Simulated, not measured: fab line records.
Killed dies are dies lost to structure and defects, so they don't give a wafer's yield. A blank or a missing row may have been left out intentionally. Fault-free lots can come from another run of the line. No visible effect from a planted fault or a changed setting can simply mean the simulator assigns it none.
fab line records	flow n5_finfet	part 1 of 2: steps 1 to 25 of 31
record: lots: 5	wafers: 15	last_day: 17
route steps=1938 shown BEOL_M10@1528 BEOL_M11@1536
lots that met no fault: taken from a fault-free run of the same line
start_h: hours from the record's opening day to when the first of the lot's shown wafers began	wait_h: time in hours since the lot's previous step	" unchanged from the row above	L1.1+2: a row that stands for several wafers	- no value present, or no start provided	* or withheld: withheld	< > ~ a bound
route shown NAME@n: names a module that has steps shown in the file, with the first one's number in the route	usual: average and standard deviation across the fault-free wafers	same: alike in all rows	chamber/n: place in a boat	sites: readings site by site	_std_site: how widely they spread, as a standard deviation	_edge_site: outer sites' mean less inner sites'	radius_mm: for every site, how far away it sits from the centre of the wafer	mask NAME#n: copy n	behind: the last tool/chamber to shape the wafer	hold: why the lot was held/for how many hours/how that ended	device: transistor that didn't switch, given as n, p or np	end of line: tests run on the same wafers once the route is complete	a step given without rows: its recipe and nothing more	killed: not the wafer's yield, but the dies lost to structure and defects at the first sort	map: dies across one wafer; x = killed, . = not, _ = none there
set.NAME: the setting as run; set.NAME@STEP: as run at that earlier step	model.NAME: the simulator's own value behind a step, which no gauge read
a table for each step, a row for each wafer; lots at some steps of the route
services: from which hour (start_h, from the record's first day; less than 0 if before it) a tool's chamber was out of use, for how many hours, and why
== steps ==
step: N5_BEOL_M10_ECD_50
recipe: material: Cu	target_thk_a: 3180
lot.wafer	tool	chamber	start_h	wait_h
L081.1+2+4	ecd_cu-01	0,1,1	270.57	0.1
L085.1+2+4	ecd_cu-02	0,1,1	288.84	0.1
L089.2+3+5	ecd_cu-01	0,1,0	312.53	0.1
L092.1+3+6	ecd_cu-02	0	340.66	0.1
L095.1+3+6	ecd_cu-01	0,1,1	355.04	0.1
step: N5_BEOL_M10_ANNEAL_51
recipe: temp_c: 225	time_s: 90	ambient: N2
usual: anneal_temp_c: 225.01/0.15	wafer_temp_C_max: 226.1/0.52
lot.wafer	tool	chamber	start_h	wait_h	anneal_temp_c	wafer_temp_C_max
L081.1	rtp_anneal-02	0	270.68	0.1	224.93	226.4
L081.2	"	0	"	"	225.03	226.4
L081.4	"	0	"	"	225.11	226.9
L085.1	rtp_anneal-01	0	288.95	0.1	225.07	225.7
L085.2	"	0	"	"	224.80	225.6
L085.4	"	0	"	"	225.09	225.5
L089.2	rtp_anneal-01	0	312.87	0.3	224.83	226.0
L089.3	"	0	"	"	224.80	225.8
L089.5	"	0	"	"	224.95	225.9
L092.1	rtp_anneal-02	0	340.91	0.2	225.09	227.0
L092.3	"	0	"	"	225.10	226.3
L092.6	"	0	"	"	225.17	226.4
L095.1	rtp_anneal-01	0	355.31	0.2	224.84	225.8
L095.3	"	0	"	"	224.83	225.6
L095.6	"	0	"	"	224.93	225.8
step: N5_BEOL_M10_CMP_52
recipe: stop_on: SiCOH_lowk	t_overpolish_s: 7	down_force_psi: 1	platen_rpm: 50	clearing_platen_down_force_psi: 1.5	clearing_platen_rpm: 50	post_cmp_clean: cu_alkaline	target_thk_nm: 140	clearing_platen_pad_velocity_m_s: 0.99484	pad_velocity_m_s: 0.99484
usual: barrier_field_endpoint_s: 29.0/0.7	edge_zone_pressure_frac: 1.000/0.0052	motor_current_A: 6.6/0.63	overpolish_run_s: 7.000/0.0099	time_to_endpoint_s: 65.8/2.8
lot.wafer	tool	chamber	start_h	wait_h	barrier_field_endpoint_s	edge_zone_pressure_frac	motor_current_A	overpolish_run_s	time_to_endpoint_s
L081.2	cmp-01	3	270.98	0.2	28.1	0.994	6.7	7.009	65.9
L081.4	"	0	"	"	28.5	1.008	7.3	6.995	65.6
L081.1	"	2	"	"	28.4	1.001	6.3	6.993	66.8
L085.4	cmp-04	1	289.26	0.1	28.9	1.005	6.9	7.009	66.3
L085.2	"	2	"	"	28.0	0.998	7.0	6.984	64.3
L085.1	"	0	"	"	28.4	1.000	5.4	7.013	64.5
L089.2	cmp-01	3	313.35	0.4	28.0	0.997	6.7	6.984	64.6
L089.3	"	1	"	"	29.3	1.003	5.2	7.000	68.7
L089.5	"	2	"	"	29.4	1.004	6.3	7.021	66.7
L092.1	cmp-04	2	341.26	0.3	29.5	1.009	7.0	7.008	67.7
L092.3	"	0	"	"	28.5	0.994	5.3	6.994	68.2
L092.6	"	2	"	"	29.8	1.004	7.0	7.013	69.9
L095.3	cmp-01	0	355.60	0.2	28.6	0.997	7.4	6.987	65.5
L095.1	"	3	"	"	28.7	1.001	6.9	7.008	68.0
L095.6	"	1	"	"	30.1	0.999	5.5	7.009	70.0
step: N5_BEOL_M10_THK_MEAS_53
recipe: thk_meas_gauge: xrf	reads: Cu_of_BEOL_M10_ECD_50
usual: M10_THK: 141.1/1.8
lot.wafer	tool	chamber	start_h	wait_h	M10_THK[nm]
L081.1	film_metro-02	-	271.28	-	142.6
L081.2	"	-	"	"	144.9
L081.4	"	-	"	"	140.2
L085.1	film_metro-02	-	289.56	-	141.6
L085.2	"	-	"	"	139.7
L085.4	"	-	"	"	142.9
L089.2	film_metro-02	-	313.60	-	141.1
L089.3	"	-	"	"	145.7
L089.5	"	-	"	"	141.1
L092.1	film_metro-02	-	341.52	-	138.3
L092.3	"	-	"	"	142.3
L092.6	"	-	"	"	142.9
L095.1	film_metro-01	-	355.90	-	143.7
L095.3	"	-	"	"	140.7
L095.6	"	-	"	"	144.2
step: N5_BEOL_M10_PRE_CLEAN_55
recipe: gas: NH3	time_s: 15	temp_c: withheld	rf_power_w: 300
lot.wafer	tool	chamber	start_h	wait_h
L081.1+2+4	pecvd-04	2,0,0	271.31	0.0
L085.1+2+4	pecvd-04	0,2,0	289.60	0.0
L089.2+3+5	pecvd-01	2,1,1	313.64	0.0
L092.1+3+6	pecvd-04	1,0,2	341.55	0.0
L095.1+3+6	pecvd-04	1,0,0	355.93	0.0
step: N5_BEOL_M10_DEP_56
recipe: material: SiCN	target_thk_a: 150	temp_c: withheld	precursor: 3MS/NH3	pressure_torr: 3	rf_w: 202	time_s: 26.5
usual: showerhead_plenum_p_Torr: 3.672/0.0084	throttle_valve_pct: 8.8/0.4
lot.wafer	tool	chamber	start_h	wait_h	showerhead_plenum_p_Torr	throttle_valve_pct
L081.1	pecvd-04	2	271.34	0.0	3.669	8.5
L081.2	"	0	"	"	3.684	8.9
L081.4	"	0	"	"	3.679	8.7
L085.1	pecvd-04	0	289.62	0.0	3.680	8.7
L085.2	"	2	"	"	3.666	8.4
L085.4	"	0	"	"	3.677	8.9
L089.2	pecvd-01	2	313.66	0.0	3.669	8.8
L089.3	"	1	"	"	3.668	9.1
L089.5	"	1	"	"	3.668	8.9
L092.1	pecvd-04	1	341.58	0.0	3.670	8.1
L092.3	"	0	"	"	3.681	9.2
L092.6	"	2	"	"	3.670	8.4
L095.1	pecvd-04	1	355.96	0.0	3.658	8.3
L095.3	"	0	"	"	3.673	8.9
L095.6	"	0	"	"	3.681	9.0
step: N5_BEOL_M10_RS_MEAS_57
recipe: thk_meas_gauge: four-point-probe	reads: Cu_of_BEOL_M10_ECD_50+Co_of_BEOL_M10_CVD_75+TaN_of_BEOL_M10_ALD_74
usual: M10_RS: 0.1511/0.0021
lot.wafer	tool	chamber	start_h	wait_h	M10_RS[ohm/sq]
L081.1	film_metro-02	-	271.41	0.1	0.1491
L081.2	"	-	"	"	0.1466
L081.4	"	-	"	"	0.1528
L085.1	film_metro-01	-	289.70	0.1	0.1514
L085.2	"	-	"	"	0.1535
L085.4	"	-	"	"	0.1498
L089.2	film_metro-01	-	313.74	0.1	0.1503
L089.3	"	-	"	"	0.1464
L089.5	"	-	"	"	0.1508
L092.1	film_metro-01	-	341.65	0.1	0.1541
L092.3	"	-	"	"	0.1494
L092.6	"	-	"	"	0.1493
L095.1	film_metro-02	-	356.03	0.1	0.1498
L095.3	"	-	"	"	0.1529
L095.6	"	-	"	"	0.1490
step: N5_BEOL_M10_INSPECT_58
recipe: inspect_instrument: darkfield	mode: post_dep
usual: raw_defect_count: 72/22
lot.wafer	tool	chamber	start_h	wait_h	raw_defect_count
L081.1	defect_inspect-01	-	271.59	0.2	52
L081.2	"	-	"	"	37
L081.4	"	-	"	"	49
L085.1	defect_inspect-01	-	289.72	0.0	63
L085.2	"	-	"	"	47
L085.4	"	-	"	"	51
L089.2	defect_inspect-01	-	313.76	0.0	53
L089.3	"	-	"	"	59
L089.5	"	-	"	"	63
L092.1	defect_inspect-01	-	341.68	0.0	118
L092.3	"	-	"	"	55
L092.6	"	-	"	"	42
L095.1	defect_inspect-01	-	356.06	0.0	119
L095.3	"	-	"	"	96
L095.6	"	-	"	"	111
step: N5_BEOL_M11_ILD_DEP_00
recipe: material: SiCOH_lowk	target_thk_a: 3085.1	temp_c: 300	precursor: DEMS/porogen	pressure_torr: 5	rf_w: 500	time_s: 58
usual: heater_power_w: 308/53	showerhead_plenum_p_Torr: 5.741/0.016	throttle_valve_pct: 13.8/0.88
lot.wafer	tool	chamber	start_h	wait_h	heater_power_w	showerhead_plenum_p_Torr	throttle_valve_pct
L081.1	pecvd-01	0	271.63	0.0	340	5.750	14.8
L081.2	"	1	"	"	301	5.742	13.9
L081.4	"	1	"	"	296	5.753	13.5
L085.1	pecvd-04	1	289.76	0.0	355	5.754	12.8
L085.2	"	0	"	"	317	5.752	13.6
L085.4	"	1	"	"	361	5.739	12.5
L089.2	pecvd-04	0	313.80	0.0	350	5.767	13.6
L089.3	"	1	"	"	315	5.738	12.7
L089.5	"	0	"	"	363	5.764	13.8
L092.1	pecvd-01	2	341.72	0.0	298	5.737	13.3
L092.3	"	0	"	"	327	5.737	14.7
L092.6	"	2	"	"	305	5.723	13.5
L095.1	pecvd-02	2	356.10	0.0	238	5.737	12.9
L095.3	"	0	"	"	414	5.710	15.3
L095.6	"	1	"	"	310	5.754	14.9
step: N5_BEOL_M11_CURE_71
recipe: temp_c: 385	time_s: 240	ambient: He/Ar	material: SiCOH_lowk
usual: lamp_power_pct: 52.32/0.06	wafer_temp_C_max: 386.7/0.56
lot.wafer	tool	chamber	start_h	wait_h	lamp_power_pct	wafer_temp_C_max
L081.1	uv_cure-01	2	271.71	0.0	52.36	387.0
L081.2	"	2	"	"	52.39	386.6
L081.4	"	2	"	"	52.40	386.9
L085.1	uv_cure-03	2	289.84	0.0	52.26	386.9
L085.2	"	2	"	"	52.42	386.5
L085.4	"	2	"	"	52.29	386.4
L089.2	uv_cure-03	1	313.96	0.1	52.24	387.0
L089.3	"	1	"	"	52.31	387.2
L089.5	"	1	"	"	52.36	386.7
L092.1	uv_cure-03	0	341.79	0.0	52.37	386.7
L092.3	"	0	"	"	52.30	387.3
L092.6	"	0	"	"	52.36	387.8
L095.1	uv_cure-01	0	356.17	0.0	52.33	386.5
L095.3	"	0	"	"	52.19	386.8
L095.6	"	0	"	"	52.37	386.4
step: N5_BEOL_M11_THK_MEAS_01
recipe: reads: SiCOH_lowk_of_BEOL_M11_ILD_DEP_00
usual: M11_ILD_THK: 268/3.4
lot.wafer	tool	chamber	start_h	wait_h	M11_ILD_THK[nm]
L081.1	film_metro-01	-	272.70	0.8	261
L081.2	"	-	"	"	264
L081.4	"	-	"	"	267
L085.1	film_metro-01	-	290.35	0.4	262
L085.2	"	-	"	"	263
L085.4	"	-	"	"	272
L089.2	film_metro-01	-	314.39	0.4	266
L089.3	"	-	"	"	265
L089.5	"	-	"	"	271
L092.1	film_metro-02	-	342.31	0.4	267
L092.3	"	-	"	"	261
L092.6	"	-	"	"	270
L095.1	film_metro-02	-	356.70	0.4	265
L095.3	"	-	"	"	269
L095.6	"	-	"	"	267
step: N5_BEOL_M11_PECVD_70
recipe: material: SiO2	target_thk_a: 200	temp_c: 400	precursor: TEOS/O2	pressure_torr: 5.5	rf_w: 450	teos_flow_sccm: 53.8	gas: O2	flow_sccm: 3000	time_s: 22.7
usual: heater_power_w: 712/100	showerhead_plenum_p_Torr: 8.79/0.063	throttle_valve_pct: 22.3/1.5
lot.wafer	tool	chamber	start_h	wait_h	heater_power_w	showerhead_plenum_p_Torr	throttle_valve_pct
L081.1	pecvd-04	2	272.74	0.0	558	8.78	21.3
L081.2	"	0	"	"	757	8.88	22.1
L081.4	"	1	"	"	817	8.81	20.3
L085.1	pecvd-04	1	290.39	0.0	744	8.79	20.5
L085.2	"	0	"	"	767	8.86	22.0
L085.4	"	0	"	"	783	8.88	22.1
L089.2	pecvd-02	2	314.43	0.0	568	8.83	20.8
L089.3	"	0	"	"	829	8.64	24.8
L089.5	"	2	"	"	564	8.85	20.8
L092.1	pecvd-02	2	342.34	0.0	510	8.84	20.8
L092.3	"	0	"	"	809	8.65	24.7
L092.6	"	0	"	"	809	8.67	25.0
L095.1	pecvd-01	1	356.74	0.0	671	8.82	21.9
L095.3	"	2	"	"	688	8.78	21.8
L095.6	"	2	"	"	690	8.76	21.7
step: N5_BEOL_M11_HM_DEP_02
recipe: material: TiN	target_thk_a: 200	temp_c: 25	chamber_pressure_pa: 0.49996
usual: throttle_valve_pct: 30.2/0.92
lot.wafer	tool	chamber	start_h	wait_h	throttle_valve_pct
L081.1	pvd_sputter-03	-	274.71	2.0	28.5
L081.2	"	-	"	"	31.3
L081.4	"	-	"	"	30.1
L085.1	pvd_sputter-01	-	292.58	2.2	31.1
L085.2	"	-	"	"	30.1
L085.4	"	-	"	"	29.0
L089.2	pvd_sputter-03	-	317.28	2.8	30.6
L089.3	"	-	"	"	31.2
L089.5	"	-	"	"	30.6
L092.1	pvd_sputter-01	-	343.00	0.6	30.4
L092.3	"	-	"	"	29.2
L092.6	"	-	"	"	31.0
L095.1	pvd_sputter-03	-	357.16	0.4	30.1
L095.3	"	-	"	"	31.1
L095.6	"	-	"	"	31.0
step: N5_BEOL_M11_COAT_59
recipe: resist: SOC	temp_c: 250	time_s: 60	spin_rpm: 1500	resist_thk_nm: 100
usual: dispense_pressure_kPa: 54/3.9
lot.wafer	tool	chamber	start_h	wait_h	dispense_pressure_kPa
L081.1	litho_track-02	0	274.84	0.1	55
L081.2	"	0	"	"	55
L081.4	"	0	"	"	55
L085.1	litho_track-02	0	292.71	0.1	55
L085.2	"	0	"	"	55
L085.4	"	0	"	"	55
L089.2	litho_track-02	0	317.41	0.1	55
L089.3	"	0	"	"	55
L089.5	"	0	"	"	55
L092.1	litho_track-05	0	343.13	0.1	56
L092.3	"	0	"	"	56
L092.6	"	0	"	"	56
L095.1	litho_track-02	0	357.29	0.1	55
L095.3	"	0	"	"	55
L095.6	"	0	"	"	55
step: N5_BEOL_M11_COAT_60
recipe: resist: SiARC	temp_c: 220	time_s: 60	spin_rpm: 1500	resist_thk_nm: 30
usual: dispense_pressure_kPa: 54/3.9
lot.wafer	tool	chamber	start_h	wait_h	dispense_pressure_kPa
L081.1	litho_track-02	0	-	-	55
L081.2	"	0	"	"	55
L081.4	"	0	"	"	55
L085.1	litho_track-02	0	-	-	55
L085.2	"	0	"	"	55
L085.4	"	0	"	"	55
L089.2	litho_track-02	0	-	-	55
L089.3	"	0	"	"	55
L089.5	"	0	"	"	55
L092.1	litho_track-05	0	-	-	56
L092.3	"	0	"	"	56
L092.6	"	0	"	"	56
L095.1	litho_track-02	0	-	-	55
L095.3	"	0	"	"	55
L095.6	"	0	"	"	55
step: N5_BEOL_M11_COAT_05
recipe: resist: CAR-ArF	spin_rpm: 1500	resist_thk_nm: 90
usual: dispense_pressure_kPa: 54/3.9
lot.wafer	tool	chamber	start_h	wait_h	dispense_pressure_kPa
L081.1	litho_track-02	0	-	-	55
L081.2	"	0	"	"	55
L081.4	"	0	"	"	55
L085.1	litho_track-02	0	-	-	55
L085.2	"	0	"	"	55
L085.4	"	0	"	"	55
L089.2	litho_track-02	0	-	-	55
L089.3	"	0	"	"	55
L089.5	"	0	"	"	55
L092.1	litho_track-05	0	-	-	56
L092.3	"	0	"	"	56
L092.6	"	0	"	"	56
L095.1	litho_track-02	0	-	-	55
L095.3	"	0	"	"	55
L095.6	"	0	"	"	55
step: N5_BEOL_M11_EBR_07
recipe: solvent: PGMEA	ebr_width_mm: 1.5
same: ebr_width_mm: 1.5
lot.wafer	tool	chamber	start_h	wait_h
L081.1+2+4	litho_track-02	0	-	-
L085.1+2+4	litho_track-02	0	-	-
L089.2+3+5	litho_track-02	0	-	-
L092.1+3+6	litho_track-05	0	-	-
L095.1+3+6	litho_track-02	0	-	-
step: N5_BEOL_M11_SOFTBAKE_06
recipe: temp_c: 110	time_s: 60	resist: CAR-ArF
lot.wafer	tool	chamber	start_h	wait_h
L081.1+2+4	litho_track-02	0	-	-
L085.1+2+4	litho_track-02	0	-	-
L089.2+3+5	litho_track-02	0	-	-
L092.1+3+6	litho_track-05	0	-	-
L095.1+3+6	litho_track-02	0	-	-
step: N5_BEOL_M11_EXPOSE_08
recipe: mask_id: M11	na: 1.35	source_shape: dipole	sigma_inner: 0.411	sigma_outer: 0.611	polarization: te	dose_mj: 53.75
same: na: 1.35
lot.wafer	tool	chamber	start_h	wait_h	mask
L081.1+2+4	arfi_scanner-01	0	275.08	-	M11#0
L085.1+2+4	arfi_scanner-01	0	292.95	-	M11#0
L089.2+3+5	arfi_scanner-03	0	317.53	-	M11#0
L092.1+3+6	arfi_scanner-02	0	343.25	-	M11#0
L095.1+3+6	arfi_scanner-01	0	357.41	-	M11#0
step: N5_BEOL_M11_PEB_09
recipe: peb_temp_c: withheld	peb_time_s: 60	resist: CAR-ArF
same: peb_time_s: 60
lot.wafer	tool	chamber	start_h	wait_h
L081.1+2+4	litho_track-05	0	275.14	0.1
L085.1+2+4	litho_track-02	0	293.01	0.1
L089.2+3+5	litho_track-05	0	317.59	0.0
L092.1+3+6	litho_track-01	0	343.31	0.1
L095.1+3+6	litho_track-01	0	357.46	0.1
step: N5_BEOL_M11_DEVELOP_10
recipe: develop_time_s: 30	developer: TMAH	resist: CAR-ArF	rinse_liquid: diw	dry: air_spin	dev_temp_c: 23
lot.wafer	tool	chamber	start_h	wait_h
L081.1+2+4	litho_track-05	0	-	-
L085.1+2+4	litho_track-02	0	-	-
L089.2+3+5	litho_track-05	0	-	-
L092.1+3+6	litho_track-01	0	-	-
L095.1+3+6	litho_track-01	0	-	-
step: N5_BEOL_M11_CD_MEAS_11
recipe: target_cd_nm: 64.1	landing_energy_ev: 500	detector: se_inlens	polarity: opening
usual: cd_nm: 64.1/0.37
lot.wafer	tool	chamber	start_h	wait_h	cd_nm
L081.1	cd_sem-02	0	275.21	-	64.0
L081.2	"	0	"	"	64.3
L081.4	"	0	"	"	64.4
L085.1	cd_sem-01	0	293.08	-	64.1
L085.2	"	0	"	"	64.2
L085.4	"	0	"	"	64.6
L089.2	cd_sem-01	0	317.65	-	64.8
L089.3	"	0	"	"	64.5
L089.5	"	0	"	"	64.4
L092.1	cd_sem-01	0	343.38	-	64.2
L092.3	"	0	"	"	64.3
L092.6	"	0	"	"	63.5
L095.1	cd_sem-01	0	357.53	-	64.4
L095.3	"	0	"	"	64.0
L095.6	"	0	"	"	64.2
step: N5_BEOL_M11_OVL_MEAS_12
recipe: points_per_wafer: 44
usual: M11_OVL: -0.1/0.74
lot.wafer	tool	chamber	start_h	wait_h	M11_OVL[nm]
L081.1	overlay-01	0	275.24	0.0	1.1
L081.2	"	0	"	"	-0.1
L081.4	"	0	"	"	0.5
L085.1	overlay-02	0	293.11	0.0	-1.0
L085.2	"	0	"	"	0.6
L085.4	"	0	"	"	0.1
L089.2	overlay-02	0	317.68	0.0	0.5
L089.3	"	0	"	"	0.6
L089.5	"	0	"	"	1.2
L092.1	overlay-01	0	343.41	0.0	1.3
L092.3	"	0	"	"	0.2
L092.6	"	0	"	"	0.9
L095.1	overlay-02	0	357.56	0.0	1.8
L095.3	"	0	"	"	-0.9
L095.6	"	0	"	"	0.8
step: N5_BEOL_M11_INSPECT_13
recipe: mode: adi	inspect_instrument: brightfield
usual: raw_defect_count: 419/90
lot.wafer	tool	chamber	start_h	wait_h	raw_defect_count
L081.1	defect_inspect-02	-	275.26	0.0	270
L081.2	"	-	"	"	297
L081.4	"	-	"	"	395
L085.1	defect_inspect-02	-	293.13	0.0	331
L085.2	"	-	"	"	329
L085.4	"	-	"	"	326
L089.2	defect_inspect-02	-	317.71	0.0	267
L089.3	"	-	"	"	406
L089.5	"	-	"	"	355
L092.1	defect_inspect-02	-	343.43	0.0	315
L092.3	"	-	"	"	388
L092.6	"	-	"	"	279
L095.1	defect_inspect-02	-	357.59	0.0	579
L095.3	"	-	"	"	445
L095.6	"	-	"	"	449
step: N5_BEOL_M11_DESCUM_16
recipe: chemistry: O2	time_s: 7.9	source_power_w: 50	bias_power_w: 20	pressure_mtorr: 20	rf_frequency_hz: 2.712e+07	temp_c: 40	resist: CAR-ArF	o2_flow_sccm: 225
usual: drypump_motor_current_A: 5.7/0.49	oes_product_au: 0.82/0.067	rf_vpp_V: 243.6/1.3	showerhead_plenum_p_Torr: 2.11/0.062	throttle_valve_pct: 20.34/0.18
lot.wafer	tool	chamber	start_h	wait_h	drypump_motor_current_A	oes_product_au	rf_hours_counter_h	rf_vpp_V	showerhead_plenum_p_Torr	throttle_valve_pct
L081.1	rie_diel-03	2	275.53	0.3	6.4	0.84	66	245.2	2.21	20.25
L081.2	"	1	"	"	6.6	0.72	232	243.7	2.15	20.52
L081.4	"	3	"	"	5.7	0.85	56	245.1	2.13	20.37
L085.1	rie_diel-03	0	293.48	0.3	5.7	0.88	50	242.5	2.05	19.97
L085.2	"	3	"	"	5.7	0.85	61	243.9	2.13	20.38
L085.4	"	2	"	"	6.4	0.83	72	245.2	2.20	20.25
L089.2	rie_diel-02	0	317.74	0.0	6.1	0.73	188	245.0	2.16	20.08
L089.3	"	3	"	"	4.9	0.93	9	244.7	2.13	20.26
L089.5	"	1	"	"	5.8	0.91	-	243.9	2.04	20.50
L092.1	rie_diel-03	3	343.83	0.4	5.7	0.82	77	244.4	2.12	20.40
L092.3	"	0	"	"	5.6	0.86	64	241.3	2.04	19.99
L092.6	"	3	"	"	5.8	0.83	-	243.7	2.12	20.40
L095.1	rie_diel-01	3	357.62	0.0	5.5	0.81	91	245.2	2.12	20.42
L095.3	"	0	"	"	5.8	0.79	98	244.8	2.20	20.62
L095.6	"	3	"	"	5.5	0.81	-	244.2	2.12	20.44
